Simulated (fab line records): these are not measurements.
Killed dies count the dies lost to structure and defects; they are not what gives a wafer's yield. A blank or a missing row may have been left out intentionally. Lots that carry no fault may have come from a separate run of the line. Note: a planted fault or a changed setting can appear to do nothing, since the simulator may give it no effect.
fab line records -- flow n5Finfet
record: lots: 9, wafers: 27, lastDay: 17
route steps=1938 shown MOL_CONTACT_COAG@527 BEOL_M4@1111
lots that met no fault: taken from a fault-free run of the same line
startH: start of the lot's first displayed wafer, in hours after the record's first day -- waitH: time in hours since the lot's previous step -- " same as the row above -- L1.1+2: a single row standing in for several wafers -- - value missing, or start not given -- * or withheld: withheld -- < > ~ a bound
route shown NAME@n: NAME is a module with steps in the file, n the number in the route of the first one -- usual: mean/standard deviation of fault-free wafers -- same: alike in all rows -- chamber/n: place in a boat -- sites: the reading at each site -- _std_site: their standard deviation -- _edge_site: mean of outer sites minus mean of inner sites -- radiusMm: for every site, how far away it sits from the centre of the wafer -- mask NAME#n: copy n -- behind: the tool/chamber that last shaped the wafer -- hold: the reason the lot was held/the length of the hold in hours/how it ended -- device: names the non-switching transistor (n, p or np) -- end of line: the same wafers' tests at the end of the route -- a step without rows: its recipe alone -- killed: dies lost to structure and defects at the first sort, not the wafer's yield -- map: the dies of a wafer, with x for killed, . for not killed, _ for no die there
set.NAME: the run value of the setting; set.NAME@STEP: its run value at that earlier step -- model.NAME: the simulator's own value behind a step, which no gauge read
the route's steps for a sample of lots (tables are steps, rows are wafers)
services: a tool's chamber out of use, with start hour (startH, from the record's first day; less than 0 if before it), hours out, and reason
== steps ==
step: N5_MOL_CONTACT_COAG_OVL_MEAS_09
recipe: pointsPerWafer: 522
usual: CA_OVL: 0.1/0.68
lot.wafer,tool,chamber,startH,waitH,CA_OVL[nm]
L392.2,overlay-01,0,94.71,0.0,-0.9
L392.5,overlay-01,0,94.71,0.0,0.1
L392.6,overlay-01,0,94.71,0.0,-0.6
L393.3,overlay-02,0,103.47,0.0,-0.6
L393.4,overlay-02,0,103.47,0.0,0.1
L393.5,overlay-02,0,103.47,0.0,-0.2
L394.3,overlay-01,0,108.47,0.0,0.6
L394.5,overlay-01,0,108.47,0.0,0.8
L394.6,overlay-01,0,108.47,0.0,0.1
L395.2,overlay-02,0,114.30,0.0,-1.3
L395.3,overlay-02,0,114.30,0.0,-1.0
L395.4,overlay-02,0,114.30,0.0,-0.3
L402.3,overlay-02,0,154.68,0.0,1.3
L402.5,overlay-02,0,154.68,0.0,1.2
L402.6,overlay-02,0,154.68,0.0,0.8
L404.1,overlay-02,0,168.35,0.0,-0.6
L404.3,overlay-02,0,168.35,0.0,-0.6
L404.6,overlay-02,0,168.35,0.0,1.0
L408.2,overlay-01,0,192.56,0.0,-0.8
L408.3,overlay-01,0,192.56,0.0,0.2
L408.5,overlay-01,0,192.56,0.0,-0.2
L413.3,overlay-01,0,220.62,0.0,0.4
L413.5,overlay-01,0,220.62,0.0,0.2
L413.6,overlay-01,0,220.62,0.0,0.2
L414.1,overlay-02,0,226.48,0.0,0.7
L414.3,overlay-02,0,226.48,0.0,0.2
L414.5,overlay-02,0,226.48,0.0,0.3
step: N5_MOL_CONTACT_COAG_ETCH_106
recipe: chemistry: N2/H2, target: SOC, targetDepthA: 800, overetchA: 160, maskMaterial: SiARC, tempC: 40, timeS: 120, ionEnergyEv: 200, pressureMtorr: 30, sourceW: 840, biasW: 150, n2FlowSccm: 200, h2FlowSccm: 200
usual: drypumpMotorCurrentA: 5.8/0.42, oesProductAu: 0.72/0.081, rfVppV: 524.0/2.5, showerheadPlenumPTorr: 2.54/0.083, tempC: 39.99/0.1, throttleValvePct: 17.76/0.18
lot.wafer,tool,chamber,startH,waitH,drypumpMotorCurrentA,oesProductAu,rfHoursCounterH,rfVppV,showerheadPlenumPTorr,tempC,throttleValvePct
L392.2,rieDiel-04,2,95.13,0.0,6.3,0.65,214,523.8,2.52,39.92,17.92
L392.5,rieDiel-04,2,95.13,0.0,6.3,0.65,-,523.2,2.52,39.82,17.94
L392.6,rieDiel-04,1,95.13,0.0,5.7,0.69,-,527.4,2.65,40.10,17.77
L393.3,rieDiel-02,1,103.73,0.0,5.6,0.63,206,519.7,2.41,40.10,17.75
L393.4,rieDiel-02,2,103.73,0.0,5.9,0.68,-,522.2,2.46,39.72,17.95
L393.5,rieDiel-02,1,103.73,0.0,5.6,0.63,-,519.7,2.41,40.10,17.76
L394.3,rieDiel-04,3,108.63,0.0,5.6,0.76,41,523.0,2.48,40.18,17.63
L394.5,rieDiel-04,0,108.63,0.0,5.5,0.86,-,529.0,2.70,39.96,17.32
L394.6,rieDiel-04,1,108.63,0.0,5.7,0.69,-,526.1,2.65,40.10,17.80
L395.2,rieDiel-03,3,114.47,0.0,6.1,0.80,31,526.0,2.59,39.96,17.68
L395.3,rieDiel-03,2,114.47,0.0,4.8,0.63,245,523.4,2.50,40.04,17.98
L395.4,rieDiel-03,3,114.47,0.0,6.1,0.79,-,527.6,2.59,40.04,17.68
L402.3,rieDiel-03,3,155.02,0.0,6.1,0.77,53,524.4,2.58,39.81,17.71
L402.5,rieDiel-03,1,155.02,0.0,6.2,0.84,-,525.6,2.61,40.01,17.78
L402.6,rieDiel-03,3,155.02,0.0,6.1,0.76,-,525.0,2.58,39.92,17.72
L404.1,rieDiel-04,3,168.63,0.0,5.6,0.75,55,520.1,2.47,39.96,17.65
L404.3,rieDiel-04,0,168.63,0.0,5.5,0.82,20,530.0,2.69,39.89,17.34
L404.6,rieDiel-04,0,168.63,0.0,5.6,0.82,-,527.9,2.69,40.06,17.34
L408.2,rieDiel-03,2,192.73,0.0,4.8,0.86,1,523.4,2.48,40.10,17.51
L408.3,rieDiel-03,3,192.73,0.0,6.1,0.75,68,523.8,2.57,39.96,17.74
L408.5,rieDiel-03,0,192.73,0.0,5.8,0.82,-,521.2,2.49,39.97,17.72
L413.3,rieDiel-04,0,221.01,0.0,5.5,0.79,40,527.5,2.68,39.89,17.39
L413.5,rieDiel-04,3,221.01,0.0,5.5,0.73,-,520.9,2.46,40.04,17.68
L413.6,rieDiel-04,0,221.01,0.0,5.6,0.79,-,527.2,2.68,39.97,17.38
L414.1,rieDiel-04,3,226.99,0.0,5.5,0.73,79,521.9,2.46,39.94,17.71
L414.3,rieDiel-04,1,226.99,0.0,5.7,0.66,188,525.9,2.63,39.99,17.84
L414.5,rieDiel-04,3,226.99,0.0,5.5,0.72,-,522.8,2.46,40.14,17.68
step: N5_MOL_CONTACT_COAG_IMPLANT_129
recipe: species: Ge, energyKev: 3, doseCm2: 6e+14, tiltDeg: 0, rotationDeg: 0
usual: beamOnS: 40.1/1.5, doseIonsCm2: 6e+14/6.3e+11
lot.wafer,tool,chamber,startH,waitH,beamOnS,doseIonsCm2
L392.2,implanter-01,0,95.51,0.1,38.8,5.999e+14
L392.5,implanter-01,0,95.51,0.1,39.0,6.006e+14
L392.6,implanter-01,0,95.51,0.1,37.4,5.997e+14
L393.3,implanter-02,0,104.14,0.1,40.9,5.996e+14
L393.4,implanter-02,0,104.14,0.1,41.9,5.993e+14
L393.5,implanter-02,0,104.14,0.1,41.4,5.998e+14
L394.3,implanter-01,0,109.04,0.1,39.3,6.004e+14
L394.5,implanter-01,0,109.04,0.1,37.5,6.003e+14
L394.6,implanter-01,0,109.04,0.1,38.2,6e+14
L395.2,implanter-02,0,114.86,0.1,41.9,6.006e+14
L395.3,implanter-02,0,114.86,0.1,41.7,5.996e+14
L395.4,implanter-02,0,114.86,0.1,40.6,5.994e+14
L402.3,implanter-02,0,155.43,0.1,23.3,3.552e+14
L402.5,implanter-02,0,155.43,0.1,24.7,3.543e+14
L402.6,implanter-02,0,155.43,0.1,24.0,3.548e+14
L404.1,implanter-02,0,168.99,0.0,24.7,3.561e+14
L404.3,implanter-02,0,168.99,0.0,24.4,3.549e+14
L404.6,implanter-02,0,168.99,0.0,23.9,3.557e+14
L408.2,implanter-01,0,193.11,0.1,40.6,5.997e+14
L408.3,implanter-01,0,193.11,0.1,38.3,6.003e+14
L408.5,implanter-01,0,193.11,0.1,39.1,6.001e+14
L413.3,implanter-01,0,221.42,0.1,40.1,5.998e+14
L413.5,implanter-01,0,221.42,0.1,39.3,5.995e+14
L413.6,implanter-01,0,221.42,0.1,39.8,5.999e+14
L414.1,implanter-02,0,227.34,0.0,41.1,5.996e+14
L414.3,implanter-02,0,227.34,0.0,41.0,5.989e+14
L414.5,implanter-02,0,227.34,0.0,41.8,5.991e+14
step: N5_MOL_CONTACT_COAG_SIL_ANNEAL_21
recipe: tempC: 550, timeS: 60, ambient: N2
usual: lampPowerPct: 6.62/0.24, lamp_zone_4_pct: 6.62/0.24, wafer_temp_C_max: 552.6/0.66
lot.wafer,tool,chamber,startH,waitH,lampPowerPct,lamp_zone_4_pct,wafer_temp_C_max
L392.2,rtpAnneal-01,0,96.58,0.4,6.34,6.33,552.4
L392.5,rtpAnneal-01,0,96.58,0.4,6.34,6.32,551.6
L392.6,rtpAnneal-01,0,96.58,0.4,6.33,6.33,551.9
L393.3,rtpAnneal-01,0,106.53,0.4,6.33,6.33,551.9
L393.4,rtpAnneal-01,0,106.53,0.4,6.33,6.34,552.4
L393.5,rtpAnneal-01,0,106.53,0.4,6.33,6.33,551.6
L394.3,rtpAnneal-02,0,109.97,0.3,6.81,6.83,553.2
L394.5,rtpAnneal-02,0,109.97,0.3,6.82,6.83,552.7
L394.6,rtpAnneal-02,0,109.97,0.3,6.82,6.83,552.0
L395.2,rtpAnneal-01,0,115.96,0.4,6.33,6.32,551.7
L395.3,rtpAnneal-01,0,115.96,0.4,6.33,6.33,551.8
L395.4,rtpAnneal-01,0,115.96,0.4,6.34,6.33,552.7
L402.3,rtpAnneal-01,0,158.36,0.3,6.33,6.32,551.8
L402.5,rtpAnneal-01,0,158.36,0.3,6.33,6.32,553.0
L402.6,rtpAnneal-01,0,158.36,0.3,6.34,6.33,551.7
L404.1,rtpAnneal-02,0,170.20,0.4,6.83,6.83,552.5
L404.3,rtpAnneal-02,0,170.20,0.4,6.83,6.82,553.5
L404.6,rtpAnneal-02,0,170.20,0.4,6.83,6.82,552.6
L408.2,rtpAnneal-02,0,194.13,0.3,6.83,6.82,554.2
L408.3,rtpAnneal-02,0,194.13,0.3,6.82,6.83,552.8
L408.5,rtpAnneal-02,0,194.13,0.3,6.82,6.83,553.2
L413.3,rtpAnneal-02,0,222.54,0.3,6.83,6.83,552.5
L413.5,rtpAnneal-02,0,222.54,0.3,6.83,6.82,553.0
L413.6,rtpAnneal-02,0,222.54,0.3,6.83,6.82,553.0
L414.1,rtpAnneal-02,0,228.55,0.4,6.82,6.83,553.3
L414.3,rtpAnneal-02,0,228.55,0.4,6.82,6.82,553.7
L414.5,rtpAnneal-02,0,228.55,0.4,6.81,6.82,553.6
step: N5_BEOL_M4_RC_MEAS_101
usual: DIBL_N: 36.0/1.7, DIBL_P: 35.8/2, IOFF_N: 0.15/0.03, IOFF_P: 0.20/0.037, ION_N: 670/12, ION_P: 460/7.2, SS_N: 71.5/0.68, SS_P: 73.2/0.65, VT_N: 250/3.1, VT_P: -251/3.4
lot.wafer,tool,chamber,startH,waitH,DIBL_N[mV/V],DIBL_P[mV/V],IOFF_N[nA/um],IOFF_P[nA/um],ION_N[uA/um],ION_P[uA/um],SS_N[mV/dec],SS_P[mV/dec],VT_N[mV],VT_P[mV]
L392.2,prober-01,0,175.62,0.2,36.4,35.4,0.16,0.20,664,456,71.6,73.0,250,-251
L392.5,prober-01,0,175.62,0.2,34.2,31.6,0.11,0.16,655,455,70.5,72.0,256,-256
L392.6,prober-01,0,175.62,0.2,34.7,32.5,0.13,0.16,662,454,71.2,72.5,253,-257
L394.3,prober-02,0,177.73,0.3,38.8,39.1,0.20,0.28,671,463,72.0,74.1,246,-244
L394.5,prober-02,0,177.73,0.3,37.2,37.0,0.16,0.22,664,459,71.6,72.7,249,-247
L394.6,prober-02,0,177.73,0.3,36.9,35.8,0.14,0.21,667,460,72.1,73.2,250,-250
L393.3,prober-01,0,180.80,0.3,34.3,33.3,0.12,0.16,668,456,71.9,72.0,251,-252
L393.4,prober-01,0,180.80,0.3,35.8,34.4,0.15,0.17,677,457,72.1,72.7,247,-253
L393.5,prober-01,0,180.80,0.3,36.6,34.3,0.15,0.16,646,440,72.3,72.8,252,-253
L395.2,prober-01,0,195.43,0.2,39.0,38.2,0.22,0.31,669,465,72.4,75.0,244,-240
L395.3,prober-01,0,195.43,0.2,39.3,38.9,0.23,0.33,663,463,72.1,74.9,244,-241
L395.4,prober-01,0,195.43,0.2,34.0,32.5,0.12,0.20,657,464,70.2,72.8,250,-246
L402.3,prober-01,0,243.92,0.3,36.8,34.2,0.14,0.19,658,453,71.7,73.1,256,-252
L402.5,prober-01,0,243.92,0.3,37.1,35.8,0.15,0.21,674,468,72.0,72.4,251,-251
L402.6,prober-01,0,243.92,0.3,38.4,37.2,0.17,0.24,674,468,71.9,74.4,250,-248
L404.1,prober-01,0,255.01,0.0,36.2,35.7,0.14,0.19,658,453,71.2,72.7,252,-252
L404.3,prober-01,0,255.01,0.0,35.2,35.6,0.14,0.20,683,469,71.1,73.4,250,-250
L404.6,prober-01,0,255.01,0.0,35.0,34.7,0.12,0.18,655,460,70.1,72.7,254,-251
L408.2,prober-02,0,282.10,0.2,34.7,33.5,0.13,0.19,671,460,71.4,72.2,252,-249
L408.3,prober-02,0,282.10,0.2,36.5,35.0,0.15,0.22,647,448,72.0,72.6,251,-247
L408.5,prober-02,0,282.10,0.2,36.4,35.7,0.15,0.22,658,456,71.8,72.8,251,-247
L413.3,prober-02,0,305.41,0.3,34.7,33.1,0.14,0.17,671,462,71.1,72.5,248,-253
L413.5,prober-02,0,305.41,0.3,35.7,35.3,0.15,0.20,684,465,70.8,73.3,247,-252
L413.6,prober-02,0,305.41,0.3,37.3,35.7,0.17,0.21,665,457,71.3,72.6,248,-250
L414.1,prober-02,0,317.11,0.0,36.1,37.4,0.16,0.21,685,467,71.8,73.0,251,-252
L414.3,prober-02,0,317.11,0.0,32.9,33.9,0.12,0.17,672,457,70.4,72.3,252,-252
L414.5,prober-02,0,317.11,0.0,36.1,37.3,0.16,0.20,681,460,71.1,73.9,249,-253
== services ==
tool,chamber,startH,hours,kind
rieDiel-04,0,76.49,-,clean
rieDiel-04,0,76.49,-,consumableReplace:focusRing
rieDiel-04,0,76.49,-,consumableReplace:showerhead
rieDiel-04,0,76.49,19.5,scheduledDown
rieDiel-04,0,76.49,19.5,ventCycle
rieDiel-02,0,91.45,11.1,repair
rieDiel-02,3,99.64,9.0,repair
rieDiel-03,1,103.52,-,clean
rieDiel-03,1,103.52,-,consumableReplace:esc
rieDiel-03,1,103.52,-,consumableReplace:focusRing
rieDiel-03,1,103.52,35.4,scheduledDown
rieDiel-03,1,103.52,35.4,ventCycle
rieDiel-02,3,117.67,8.6,repair
rieDiel-04,-,122.84,15.6,pm
rieDiel-03,0,138.96,-,clean
rieDiel-03,0,138.96,-,consumableReplace:focusRing
implanter-01,-,207.89,4.3,pm
rieDiel-03,-,212.07,0.1,repair
rieDiel-04,2,216.41,-,clean
rieDiel-04,2,216.41,-,consumableReplace:focusRing
rieDiel-04,2,216.41,23.9,scheduledDown
rieDiel-04,2,216.41,23.9,ventCycle
implanter-01,-,222.96,6.7,repair
rieDiel-03,-,223.88,15.6,pm
== key ==
firstSign: step: N5_MOL_CONTACT_COAG_IMPLANT_129, reading: doseIonsCm2, direction: down, sigmas: 99+, usual: 6e+14, struck: 3.552e+14
effect: step: N5_MOL_CONTACT_COAG_IMPLANT_129, reading: beamOnS, direction: down, sigmas: 11, usual: 40.1, struck: 24.2
metAt N5_MOL_CONTACT_COAG_IMPLANT_129
struckLots L402,L404
notActingAt N5_MOL_CONTACT_COAG_OVL_MEAS_09,N5_MOL_CONTACT_COAG_ETCH_106,N5_MOL_CONTACT_COAG_SIL_ANNEAL_21
onsetBetween 114.86 155.43
fault: kind: processParameterDrift, tool: implanter-02, chamber: -, onsetH: 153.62, steps: N5_MOL_CONTACT_COAG_IMPLANT_129, channel: doseCm2, offset: -2.4546e+14, shape: step, endH: 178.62, actsIn: theseRecipesOnly, stated: 6e+14
